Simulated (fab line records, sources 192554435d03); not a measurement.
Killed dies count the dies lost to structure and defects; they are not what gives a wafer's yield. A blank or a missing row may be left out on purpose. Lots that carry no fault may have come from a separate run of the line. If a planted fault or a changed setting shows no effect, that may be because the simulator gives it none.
Lot-split experiment	flow n5 finfet	7 lots, 19 wafers read, on a route of 1938 steps

== ABOUT THE SPLIT ==
At N5_BEOL_M5_SPUTTER_83 (material Cu, target thk 15 nm, time 27.62 s), the setting time s was moved away from the recipe's 27.62 s on 3 of the 19 wafers read, by -11.9% to +14.3%. For the rest of the wafers, this setting stayed at what the recipe calls for.

The split's own step is where the reading is taken.

== THE READING ==
Cu_of_BEOL_M5_SPUTTER_83.thk nm (the simulator's own value, which no gauge read), in nm, at N5_BEOL_M5_SPUTTER_83 (material Cu, target thk 15 nm, time 27.62 s). The file does not state a usual value for it. Average 14.9 nm, standard deviation 0.15 nm, over the 16 wafers here run with the recipe.

wafer	tool, chamber at the split	time s as run, s	against the recipe	Cu_of_BEOL_M5_SPUTTER_83.thk nm, nm	against lot-mates on the recipe
L074.1	pvd sputter-03, -	27.62	recipe	15	-
L074.5	pvd sputter-03, -	27.62	recipe	15	-
L074.3	pvd sputter-03, -	24.32	-11.9%	13.2	-1.8
L083.2	pvd sputter-03, -	27.62	recipe	15	-
L083.4	pvd sputter-03, -	27.62	recipe	15.2	-
L083.5	pvd sputter-03, -	27.62	recipe	15.2	-
L087.2	pvd sputter-01, -	29.79	+7.9%	16.2	+1.2
L087.3	pvd sputter-01, -	27.62	recipe	15	-
L086.4	pvd sputter-03, -	27.62	recipe	14.8	-
L086.5	pvd sputter-03, -	27.62	recipe	14.6	-
L086.6	pvd sputter-03, -	31.56	+14.3%	17	+2.3
L091.1	pvd sputter-02, -	27.62	recipe	15	-
L091.3	pvd sputter-02, -	27.62	recipe	14.8	-
L091.4	pvd sputter-02, -	27.62	recipe	14.8	-
L093.2	pvd sputter-02, -	27.62	recipe	14.8	-
L093.6	pvd sputter-02, -	27.62	recipe	15	-
L097.1	pvd sputter-01, -	27.62	recipe	15	-
L097.2	pvd sputter-01, -	27.62	recipe	15	-
L097.6	pvd sputter-01, -	27.62	recipe	14.8	-

FIT RESULTS
A straight line over all 19 wafers: Cu_of_BEOL_M5_SPUTTER_83.thk nm changes by +0.147 nm for each +1% of time s; r = +0.98; the points scatter about the line by 0.15 nm.
The same after taking each lot's own level away (the mean of its wafers on the recipe; 19 wafers): +0.156 nm for each +1%; r = +0.99; scatter 0.087 nm.
The reading moves by 2.2 nm for the largest change in time s, on that fit.
The span of the lots' own levels, 14.70 to 15.13 nm, comes to 2.8 times the standard deviation stated above.
The two slopes are in agreement: the lot-to-lot level therefore moves the slope only a little.
Check: with one of the wafers moved furthest among these (+14.3%) left out of the fit, the line predicts +2.16 nm for it against its lot-mates. Against them it came out at +2.3 nm.

== OTHER SPLITS ON THESE WAFERS ==
These wafers also went through other splits before the reading. Each is held against what the fit with the lots' levels taken away leaves over:
other split on the same wafers	wafers away from the commonest value	r with Cu_of_BEOL_M5_SPUTTER_83.thk nm (lot level and that fit taken away)
N5_BEOL_M5_EXPOSE_08 dose mj	5	+0.06

== FILE'S OWN FIT ==
Cu_of_BEOL_M5_SPUTTER_83.thk nm changes by +0.156 nm for each +1% of time s, r = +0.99.
